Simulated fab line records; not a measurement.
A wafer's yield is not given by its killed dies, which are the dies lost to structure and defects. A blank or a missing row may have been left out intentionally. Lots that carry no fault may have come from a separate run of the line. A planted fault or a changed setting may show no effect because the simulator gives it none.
fab line records	flow nand-harc
record lots=13	wafers=39	last-day=33
route steps=1302 shown A_CHANNEL_FILL_D1@492 THIN_TSV@1268 END@1302
lots with no fault: from the same line, run without faults
start-h: the number of hours between the record's first day and the start of the first shown wafer of the lot	wait-h: hours elapsed since this lot's preceding step	" repeats the value in the row above	L1.1+2: a row that stands for several wafers	- no value, or no start was given	* or withheld: withheld	< > ~ a bound
route shown NAME@n: a module of which the file shows steps, and the number in the route of the first	usual: mean/standard deviation of fault-free wafers	same: alike in all rows	chamber/n: place in a boat	sites: the reading at each site	_std_site: standard deviation across them	_edge_site: inner sites' mean taken away from outer sites' mean	radius-mm: for every site, how far away it sits from the centre of the wafer	mask NAME#n: copy n	behind: the last tool/chamber to shape the wafer	hold: why the lot went on hold/how many hours it stayed there/how the hold came to an end	device: the n, p or np transistor that did not switch	end of line: tests of these same wafers at the route's end	a step without rows: its recipe alone	killed: at the first sort, the dies lost to defects and structure; wafer yield is something else	map: shows each die of a wafer: x if killed, . if not, _ if none is there
set.NAME: the setting that was run; set.NAME@STEP: the one run at that earlier step	model.NAME: the simulator's own value behind a step, which no gauge read
the route's steps for a sample of lots (tables are steps, rows are wafers)
services: the hour from which a tool's chamber was out of use, counted from the record's first day as start-h (under 0 if before that day), plus the number of hours and why
## steps
# step NHARC_A_CHANNEL_FILL_D1_ALD_02
# recipe target-thk-a=60	pulse-time-s=10	ald-cycles=60	temp-c=300	material=SiO2
# usual heater-power-w=481/55	precursor-pulse-height-rel=0.997/0.02
lot.wafer	tool	chamber	start-h	wait-h	heater-power-w	precursor-pulse-height-rel
L353.2	ald-hk-02	2	189.78	-	494	1.006
L353.3	"	3	"	"	479	1.009
L353.5	"	2	"	"	493	1.032
L356.1	ald-hk-04	0	212.99	-	498	1.014
L356.6	"	2	"	"	461	1.007
L356.5	"	3	"	"	410	0.993
L357.3	ald-hk-03	3	286.36	-	590	0.997
L357.1	"	0	"	"	520	1.023
L357.5	"	1	"	"	462	0.994
L360.3	ald-hk-04	3	290.20	-	367	0.962
L360.1	"	1	"	"	475	0.992
L360.6	"	0	"	"	489	0.982
L361.3	ald-hk-02	1	290.84	-	494	0.989
L361.2	"	2	"	"	503	0.988
L361.6	"	1	"	"	488	1.009
L359.2	ald-hk-03	1	302.93	-	466	1.021
L359.4	"	2	"	"	490	0.960
L359.5	"	3	"	"	610	1.002
L358.1	ald-hk-03	2	306.14	-	519	1.004
L358.3	"	3	"	"	609	1.014
L358.5	"	3	"	"	628	1.003
L367.4	ald-hk-04	0	336.86	-	461	0.966
L367.3	"	2	"	"	453	1.000
L367.5	"	3	"	"	384	1.010
L370.1	ald-hk-02	0	345.61	-	398	0.980
L370.5	"	0	"	"	399	0.967
L370.6	"	1	"	"	502	1.000
L371.1	ald-hk-03	3	373.94	-	601	0.962
L371.5	"	2	"	"	515	1.015
L371.6	"	3	"	"	602	0.988
L373.2	ald-hk-02	0	384.73	-	397	0.970
L373.1	"	1	"	"	531	0.999
L373.3	"	2	"	"	497	0.965
L374.3	ald-hk-04	2	410.08	-	460	0.995
L374.1	"	0	"	"	479	0.999
L374.5	"	2	"	"	454	1.002
L375.3	ald-hk-04	0	412.92	-	484	0.986
L375.6	"	3	"	"	394	0.997
L375.5	"	0	"	"	469	0.975
# step NHARC_THIN_TSV_ETCHBACK_48
# recipe target-depth-a=10285	over-etch-frac=0.3	time-s=405.17	ion-energy-ev=250	c4f8-flow-sccm=withheld	ar-flow-sccm=withheld	rf-w=600	bias-w=300	chemistry=C4F8/Ar
# usual oes-product-au=0.946/0.03	rf-vpp-V=547/3.2
lot.wafer	tool	chamber	start-h	wait-h	oes-product-au	rf-hours-counter-h	rf-vpp-V
L353.2	rie-diel-08	3	564.67	-	1.003	1	550
L353.3	"	2	"	"	1.000	1	545
L353.5	"	3	"	"	1.012	-	552
L356.1	rie-diel-08	1	589.34	-	0.929	2	542
L356.6	"	1	"	"	0.929	-	543
L356.5	"	2	"	"	0.931	-	545
L361.2	rie-diel-03	2	648.41	-	0.991	1	552
L361.3	"	3	"	"	0.992	1	547
L361.6	"	0	"	"	1.010	-	543
L360.1	rie-diel-03	2	658.19	0.5	0.977	1	552
L360.3	"	1	"	"	0.966	1	546
L360.6	"	3	"	"	0.967	-	546
L357.1	rie-diel-09	0	659.74	-	0.926	8	541
L357.3	"	1	"	"	0.925	7	545
L357.5	"	3	"	"	0.922	-	546
L359.4	rie-diel-03	1	677.54	-	0.920	2	546
L359.2	"	2	"	"	0.923	3	552
L359.5	"	1	"	"	0.918	-	546
L358.1	rie-diel-03	1	704.26	-	0.926	5	547
L358.3	"	2	"	"	0.932	-	552
L358.5	"	2	"	"	0.927	-	551
L367.3	rie-diel-09	1	711.53	-	1.000	1	546
L367.4	"	0	"	"	1.011	1	542
L367.5	"	2	"	"	0.993	-	550
L370.1	rie-diel-08	0	721.92	0.6	0.928	9	551
L370.6	"	1	"	"	0.913	-	542
L370.5	"	2	"	"	0.937	-	545
L371.1	rie-diel-09	0	738.88	-	0.938	3	540
L371.5	"	1	"	"	0.917	-	547
L371.6	"	2	"	"	0.937	-	548
L373.2	rie-diel-08	0	750.60	-	0.976	1	551
L373.1	"	1	"	"	0.964	1	543
L373.3	"	2	"	"	0.941	1	546
L374.1	rie-diel-09	0	778.00	-	0.932	8	540
L374.3	"	2	"	"	0.932	7	548
L374.5	"	3	"	"	0.925	-	546
L375.3	rie-diel-03	1	779.25	-	0.924	9	544
L375.6	"	3	"	"	0.920	-	546
L375.5	"	0	"	"	0.913	-	545
# step NHARC_THIN_TSV_DESCUM_35
# recipe time-s=3	o2-flow-sccm=200	ar-flow-sccm=0	bias-power-w=0	chemistry=O2
# usual drypump-motor-current-A=5.7/0.6	oes-product-au=1.001/0.0083	rf-vpp-V=57.8/0.8	showerhead-plenum-p-Torr=1.90/0.078	throttle-valve-pct=11.311/0.009
lot.wafer	tool	chamber	start-h	wait-h	drypump-motor-current-A	oes-product-au	rf-hours-counter-h	rf-vpp-V	showerhead-plenum-p-Torr	throttle-valve-pct
L353.3	rie-diel-03	1	568.54	-	5.7	1.003	8.0	56.3	1.89	11.313
L353.2	"	2	"	"	5.6	1.003	6.3	59.2	2.03	11.332
L353.5	"	1	"	"	5.8	1.008	-	57.4	1.89	11.305
L356.1	rie-diel-09	3	593.10	-	6.5	0.994	4.8	57.9	1.89	11.304
L356.6	"	3	"	"	6.5	1.001	-	58.5	1.89	11.317
L356.5	"	0	"	"	6.2	1.002	-	57.7	1.77	11.310
L361.3	rie-diel-08	3	652.19	-	5.4	1.016	4.5	57.9	2.03	11.326
L361.2	"	0	"	"	5.0	1.015	4.7	58.2	2.02	11.309
L361.6	"	3	"	"	5.5	1.020	-	58.8	2.03	11.311
L360.3	rie-diel-08	0	662.03	-	5.0	1.005	5.0	57.7	2.02	11.312
L360.1	"	1	"	"	5.8	1.007	4.8	56.0	1.82	11.321
L360.6	"	2	"	"	4.8	1.008	-	57.8	1.86	11.311
L357.3	rie-diel-09	2	663.38	-	6.3	1.021	8.2	58.1	1.94	11.301
L357.1	"	1	"	"	5.2	1.008	7.0	57.9	1.87	11.316
L357.5	"	2	"	"	6.3	1.004	-	59.0	1.94	11.321
L359.2	rie-diel-08	1	681.41	-	5.8	0.999	6.3	58.4	1.82	11.313
L359.4	"	2	"	"	4.8	1.003	-	57.9	1.86	11.295
L359.5	"	1	"	"	5.8	1.003	-	57.6	1.82	11.311
L358.3	rie-diel-08	1	708.45	-	5.8	1.004	7.3	58.1	1.82	11.319
L358.1	"	2	"	"	4.8	1.004	8.8	59.4	1.86	11.302
L358.5	"	2	"	"	4.8	1.003	-	57.6	1.86	11.324
L367.4	rie-diel-08	2	715.49	-	4.8	1.001	9.5	57.5	1.86	11.320
L367.3	"	3	"	"	5.5	0.998	9.9	58.3	2.03	11.309
L367.5	"	1	"	"	5.8	0.991	-	58.3	1.82	11.309
L370.1	rie-diel-09	2	725.74	-	6.3	1.001	2.9	57.4	1.94	11.304
L370.6	"	1	"	"	5.2	1.002	-	58.6	1.87	11.307
L370.5	"	2	"	"	6.4	1.014	-	56.6	1.94	11.304
L371.1	rie-diel-03	0	742.76	-	6.7	0.997	6.1	58.0	1.84	11.306
L371.5	"	0	"	"	6.7	1.002	-	57.7	1.84	11.312
L371.6	"	1	"	"	5.7	0.992	-	57.5	1.89	11.312
L373.3	rie-diel-03	1	754.38	-	5.8	0.988	8.7	57.7	1.89	11.308
L373.2	"	3	"	"	5.3	0.992	8.9	57.1	1.90	11.317
L373.1	"	0	"	"	6.7	0.981	7.4	57.2	1.84	11.302
L374.1	rie-diel-03	0	781.78	-	6.7	0.999	7.9	57.7	1.84	11.305
L374.3	"	1	"	"	5.7	0.995	9.1	58.1	1.89	11.303
L374.5	"	0	"	"	6.7	0.996	-	59.2	1.84	11.306
L375.3	rie-diel-09	1	782.98	-	5.2	0.988	8.7	56.2	1.86	11.306
L375.6	"	1	"	"	5.2	0.996	-	58.9	1.86	11.305
L375.5	"	2	"	"	6.3	1.000	-	58.0	1.94	11.310
# step NHARC_THIN_TSV_CD_MEAS_37
# usual cd-nm=5000.0/2.7
lot.wafer	tool	chamber	start-h	wait-h	cd-nm
L353.2	cd-sem-02	-	570.48	-	5006.3
L353.3	"	-	"	"	5002.7
L353.5	"	-	"	"	5003.6
L356.1	cd-sem-02	-	594.37	-	4998.6
L356.5	"	-	"	"	4998.5
L356.6	"	-	"	"	4994.8
L361.2	cd-sem-02	-	653.45	-	4996.5
L361.3	"	-	"	"	4996.4
L361.6	"	-	"	"	4999.5
L360.1	cd-sem-03	-	663.28	-	4998.2
L360.3	"	-	"	"	5002.7
L360.6	"	-	"	"	4997.9
L357.1	cd-sem-02	-	664.67	-	5000.5
L357.3	"	-	"	"	4997.8
L357.5	"	-	"	"	4997.1
L359.2	cd-sem-03	-	682.68	-	5000.0
L359.4	"	-	"	"	5001.7
L359.5	"	-	"	"	5001.7
L358.1	cd-sem-03	-	709.79	-	4999.1
L358.3	"	-	"	"	4996.1
L358.5	"	-	"	"	4998.0
L367.3	cd-sem-03	-	716.81	-	5002.9
L367.4	"	-	"	"	4998.2
L367.5	"	-	"	"	5000.5
L370.1	cd-sem-03	-	727.09	-	4998.9
L370.5	"	-	"	"	4997.5
L370.6	"	-	"	"	4997.2
L371.1	cd-sem-03	-	744.04	-	5001.7
L371.5	"	-	"	"	4995.5
L371.6	"	-	"	"	4996.1
L373.1	cd-sem-01	-	755.69	-	5000.5
L373.2	"	-	"	"	5003.9
L373.3	"	-	"	"	5000.7
L374.1	cd-sem-02	-	783.14	-	5000.3
L374.3	"	-	"	"	5004.0
L374.5	"	-	"	"	5003.1
L375.3	cd-sem-03	-	784.26	-	5001.3
L375.5	"	-	"	"	5001.1
L375.6	"	-	"	"	5004.0
# step NHARC_END_SORT_01
# recipe temp-c=25
# usual killed-at-array=54/18	killed-at-other=0.9/1.2	killed-at-periphery=4.4/2.9	killed-dies=59/18	killed-open=3.2/1.8	killed-short=2.6/1.8
# same gross-dies=677
lot.wafer	tool	chamber	start-h	wait-h	killed-at-array	killed-at-other	killed-at-periphery	killed-dies	killed-open	killed-short
L358.1	prober-02	0	720.36	2.5	48	1	6	55	2	3
L358.3	prober-02	0	721.95	3.1	35	1	2	38	2	0
L358.5	prober-02	0	723.54	3.7	40	1	1	42	1	0
L367.3	prober-01	0	729.89	3.1	76	1	0	77	4	1
L367.4	prober-01	0	730.72	3.5	136	0	1	137	4	1
L367.5	prober-01	0	731.54	3.8	83	0	0	83	3	2
L374.1	prober-01	0	791.80	2.5	24	0	5	29	4	2
L374.3	prober-01	0	793.39	3.1	27	0	8	35	3	5
L374.5	prober-01	0	794.98	3.7	22	1	9	32	1	3
L375.3	prober-02	0	793.38	3.1	88	1	8	97	1	6
L375.5	prober-02	0	795.00	3.7	95	0	4	99	1	1
L375.6	prober-02	0	795.81	4.1	94	0	1	95	2	1
# killed by level:class
L358.1 A_SLIT:chamber-film-flake=29 A_CHANNEL_HOLE_D1:chamber-film-flake=5 A_STAIRCASE:chamber-film-flake=4 P_M2:chamber-film-flake=2 A_DECK1_JOINT:chamber-film-flake=2 A_CONTACT:chamber-film-flake=2 P_CONTACT:geometric-particle:open=1 A_ONON_D1:geometric-particle:short=1
L358.3 A_SLIT:chamber-film-flake=28 A_CHANNEL_HOLE_D1:chamber-film-flake=3 A_STAIRCASE:chamber-film-flake=2 P_CONTACT:geometric-particle:open=1 A_ONON_D1:geometric-particle:open=1 P_M0:chamber-film-flake=1 A_CONTACT:chamber-film-flake=1 THIN_TSV:chamber-film-flake=1
L358.5 A_SLIT:chamber-film-flake=29 A_CHANNEL_HOLE_D1:chamber-film-flake=4 A_CONTACT:chamber-film-flake=3 A_STAIRCASE:chamber-film-flake=2 A_ONON_D1:geometric-particle:open=1 P_GATE:chamber-film-flake=1 A_CHANNEL_HOLE_D2:chamber-film-flake=1 THIN_TSV:chamber-film-flake=1
L367.3 A_SLIT:chamber-film-flake=37 A_CHANNEL_HOLE_D1:chamber-film-flake=27 A_WL_FILL:chamber-film-flake=2 A_CONTACT:chamber-film-flake=2 A_ONON_D1:geometric-particle:open=1 A_CHANNEL_FILL_D1:geometric-particle:open=1 A_DECK1_JOINT:geometric-particle:open=1 A_CHANNEL_FILL_D2:geometric-particle:open=1
L367.4 A_CHANNEL_FILL_D1:unspecified=94 A_CHANNEL_HOLE_D1:chamber-film-flake=17 A_SLIT:chamber-film-flake=12 A_WL_FILL:chamber-film-flake=3 A_CHANNEL_FILL_D2:chamber-film-flake=2 A_ONON_D2:geometric-particle:open=1 A_CHANNEL_FILL_D2:geometric-particle:open=1 A_CHANNEL_FILL_D2:geometric-particle:short=1
L367.5 A_SLIT:chamber-film-flake=39 A_CHANNEL_HOLE_D1:chamber-film-flake=34 A_BLC:geometric-particle:open=2 A_CONTACT:chamber-film-flake=2 A_DECK1_JOINT:geometric-particle:short=1 A_CHANNEL_FILL_D2:geometric-particle:short=1 A_M1:geometric-particle:open=1 A_CHANNEL_HOLE_D2:chamber-film-flake=1
L374.1 A_CONTACT:chamber-film-flake=8 A_SLIT:chamber-film-flake=4 P_ZERO_WELL:chamber-film-flake=3 A_WL_FILL:chamber-film-flake=3 A_ONON_D2:geometric-particle:open=2 P_BONDPAD:chamber-film-flake=2 A_CHANNEL_HOLE_D2:chamber-film-flake=2 A_DECK1_JOINT:geometric-particle:open=1
L375.3 A_CHANNEL_HOLE_D2:chamber-film-flake=33 A_SLIT:chamber-film-flake=25 A_CHANNEL_HOLE_D1:chamber-film-flake=12 A_CONTACT:chamber-film-flake=7 P_GATE:chamber-film-flake=5 A_DECK1_JOINT:chamber-film-flake=5 P_GATE:geometric-particle:open=1 P_CONTACT:geometric-particle:short=1
L374.3 A_CONTACT:chamber-film-flake=8 A_SLIT:chamber-film-flake=7 P_BONDPAD:chamber-film-flake=5 A_WL_FILL:chamber-film-flake=4 P_STI:geometric-particle:short=2 A_WL_FILL:geometric-particle:open=2 A_CHANNEL_FILL_D1:geometric-particle:open=1 A_CHANNEL_FILL_D1:geometric-particle:short=1
L374.5 A_SLIT:chamber-film-flake=7 A_CONTACT:chamber-film-flake=6 P_BONDPAD:chamber-film-flake=5 A_STAIRCASE:chamber-film-flake=3 P_ZERO_WELL:chamber-film-flake=2 P_GATE:geometric-particle:short=1 A_DECK1_JOINT:geometric-particle:open=1 A_CHANNEL_FILL_D2:geometric-particle:short=1
L375.5 A_SLIT:chamber-film-flake=36 A_CHANNEL_HOLE_D2:chamber-film-flake=24 A_CHANNEL_HOLE_D1:chamber-film-flake=13 A_STAIRCASE:chamber-film-flake=5 A_WL_FILL:chamber-film-flake=4 A_M1:chamber-film-flake=4 A_CONTACT:chamber-film-flake=3 P_ZERO_WELL:chamber-film-flake=2
L375.6 A_SLIT:chamber-film-flake=37 A_CHANNEL_HOLE_D2:chamber-film-flake=29 A_CHANNEL_HOLE_D1:chamber-film-flake=11 A_STAIRCASE:chamber-film-flake=5 A_CONTACT:chamber-film-flake=5 A_WL_FILL:chamber-film-flake=2 A_ONON_D1:geometric-particle:open=1 A_WL_FILL:geometric-particle:short=1
## services
tool	chamber	start-h	hours	kind
rie-diel-08	-	190.92	9.0	pm
rie-diel-09	2	218.31	4.3	repair
rie-diel-09	-	267.33	0.4	repair
rie-diel-09	2	270.28	1.5	repair
rie-diel-03	1	276.01	9.4	repair
rie-diel-03	-	281.30	9.0	pm
rie-diel-08	2	282.47	8.1	repair
rie-diel-08	0	292.84	11.6	repair
rie-diel-08	-	367.92	9.0	pm
rie-diel-08	0	437.57	7.4	repair
rie-diel-03	-	458.32	9.0	pm
rie-diel-03	2	508.13	11.4	repair
rie-diel-08	-	528.91	1.9	repair
rie-diel-08	-	544.92	9.0	pm
rie-diel-08	-	570.08	0.6	repair
rie-diel-03	1	614.52	8.6	repair
rie-diel-03	0	621.13	13.1	repair
rie-diel-03	-	635.32	9.0	pm
rie-diel-08	0	692.76	4.7	repair
rie-diel-08	1	695.70	7.7	repair
rie-diel-03	0	695.97	9.9	repair
rie-diel-03	3	704.08	6.4	repair
rie-diel-08	-	722.03	9.0	pm
rie-diel-03	2	749.01	6.6	repair
## key
first-sign step=NHARC_END_SORT_01	reading=killed-at-array	direction=up	sigmas=4.5	usual=54	struck=136
effect step=NHARC_END_SORT_01	reading=killed-dies	direction=up	sigmas=4.2	usual=59	struck=137
more-kills-born-at NHARC_A_CHANNEL_FILL_D1_ALD_02@ald-hk-04=94
met-at NHARC_A_CHANNEL_FILL_D1_ALD_02
struck-lots L367
struck-wafers L367.4
tester-left-out L367
not-acting-at NHARC_THIN_TSV_ETCHBACK_48,NHARC_THIN_TSV_DESCUM_35,NHARC_THIN_TSV_CD_MEAS_37
onset-between 290.20 336.86
fault kind=chamber-particle-source	tool=ald-hk-04	chamber=0	onset-h=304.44	steps=NHARC_A_CHANNEL_FILL_D1_ALD_02	rate-per-visit-cm2=1.0867	end-h=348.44
# tester-left-out: of these lots the tester's yield and bins aren't shown, on N5 and GAA mostly nor the transistor test; their killed dies are dies lost to structure and defects alone, not to doping, threshold or leakage, so they don't give the yield
